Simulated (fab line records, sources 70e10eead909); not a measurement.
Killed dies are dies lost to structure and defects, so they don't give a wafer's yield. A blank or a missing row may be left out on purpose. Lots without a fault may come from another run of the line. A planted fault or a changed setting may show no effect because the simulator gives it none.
Which tool did it? | flow nand_harc | 7 lots, 21 wafers sampled, at 3 steps of a route of 1302

WHAT THE GAUGES READ, wafer by wafer
NHARC_END_SORT_01.
lot  | measured     | on        | killed_at_array
L634 | day 30 07:57 | prober-01 | 149 146 158

WHICH TOOL RAN EACH LOT (tool, then ch and the chambers of the sampled wafers, then the start)
lot  | NHARC_A_CHANNEL_FILL_D1_CVD_05   | NHARC_A_BONDPAD_PRE_CLEAN_26
L622 | lpcvd_poly-03 ch 0, day 10 17:42 | pvd_sputter-03, no start
L624 | lpcvd_poly-03 ch 0, day 11 13:14 | pvd_sputter-02, no start
L630 | lpcvd_poly-03 ch 0, day 14 01:34 | pvd_sputter-03, no start
L634 | lpcvd_poly-03 ch 0, day 15 22:18 | pvd_sputter-02, day 30 07:57 or earlier
L636 | lpcvd_poly-04 ch 0, day 16 13:05 | pvd_sputter-01, no start
L640 | lpcvd_poly-04 ch 0, day 17 23:01 | pvd_sputter-01, no start
L644 | lpcvd_poly-04 ch 0, day 19 14:11 | pvd_sputter-01, no start
- NHARC_A_CHANNEL_FILL_D1_CVD_05: deposits poly-Si, target thk 5 nm.
- NHARC_A_BONDPAD_PRE_CLEAN_26: time 30 s.

THE ANSWER, worked out from the rows above alone
Rule: what is usual is taken from the lots themselves. Put in order of their means at a reading, lots are off if they are a third of the lots or fewer, leave a main group of 4 or more, and stand apart from it by a gap of 3 or more times the standard deviation of the main group's means; of several such gaps the widest counts. A main group whose means are all the same, to the digits that the tables above print for the reading, isn't used. A lot without any number at a reading at which 4 lots or more have one is off too. The other lots that the step has rows for count as sound.
No lot is off at any reading shown: from this, nothing can be told.

WHAT THE SIMULATOR HAD PUT IN
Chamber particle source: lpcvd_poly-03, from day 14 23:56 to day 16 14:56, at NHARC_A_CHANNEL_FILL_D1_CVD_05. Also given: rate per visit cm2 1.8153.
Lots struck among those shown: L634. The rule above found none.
